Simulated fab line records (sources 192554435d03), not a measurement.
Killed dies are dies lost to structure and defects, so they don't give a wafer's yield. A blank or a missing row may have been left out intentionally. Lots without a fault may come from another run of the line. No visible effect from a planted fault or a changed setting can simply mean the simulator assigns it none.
Matching of chambers | flow n5_finfet | cmp-01 running N5_GATE_CUT_CMP_23: 4 sister chambers
The step polishes, stops on SiO2, t overpolish 23.4 s, target thk 16 nm. 8 wafers are shown with their chamber, then 8 later ones without.

## WAFERS WITH THEIR CHAMBER
wafer  | chamber | motor_current_A (A) | time_to_endpoint_s (s)
L078.4 | 2       | 8.4                 | 15.6
L080.1 | 0       | 7.5                 | 18.0
L080.4 | 3       | 9.5                 | 22.8
L080.6 | 2       | 8.3                 | 19.4
L083.1 | 3       | 9.4                 | 23.9
L083.2 | 1       | 8.5                 | 19.3
L083.5 | 0       | 7.7                 | 20.6
L084.1 | 1       | 9.0                 | 27.2

## WAFERS WITH NO CHAMBER GIVEN
wafer  | motor_current_A (A) | time_to_endpoint_s (s)
L084.5 | 8.2                 | 27.1
L084.6 | 7.7                 | 24.4
L093.1 | 8.6                 | 17.5
L093.2 | 8.6                 | 23.3
L093.3 | 7.4                 | 15.9
L094.4 | 8.0                 | 19.9
L094.5 | 9.7                 | 22.0
L094.6 | 8.5                 | 20.7

## THE CHAMBER EACH PASSED THROUGH
wafer  | from the rows above          | in truth
L084.5 | can't be placed: 1 or 2 or 0 | 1
L084.6 | 0                            | 0
L093.1 | can't be placed: 2 or 1      | 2
L093.2 | can't be placed: 1 or 2      | 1
L093.3 | 0                            | 0
L094.4 | can't be placed: 2 or 0      | 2
L094.5 | 3                            | 3
L094.6 | can't be placed: 2 or 1      | 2
Placed correctly: 3 of 8. Unplaceable from these rows: 5, with the true chamber sitting among the candidates in 5. Wrongly placed: 0.
How it was worked out, from the rows above alone: a wafer's distance from a chamber is the root of the sum, over the readings, of the square of ((its reading less the chamber's mean) divided by the reading's scatter). If the next closest chamber is less than 2 further off than the closest, the wafer can't be placed; otherwise it belongs to the closest. A chamber's mean is the mean of its shown wafers. The scatter: the root of (the sum of the squares of (reading less its chamber's mean) over the shown wafers, divided by (wafers less chambers)).
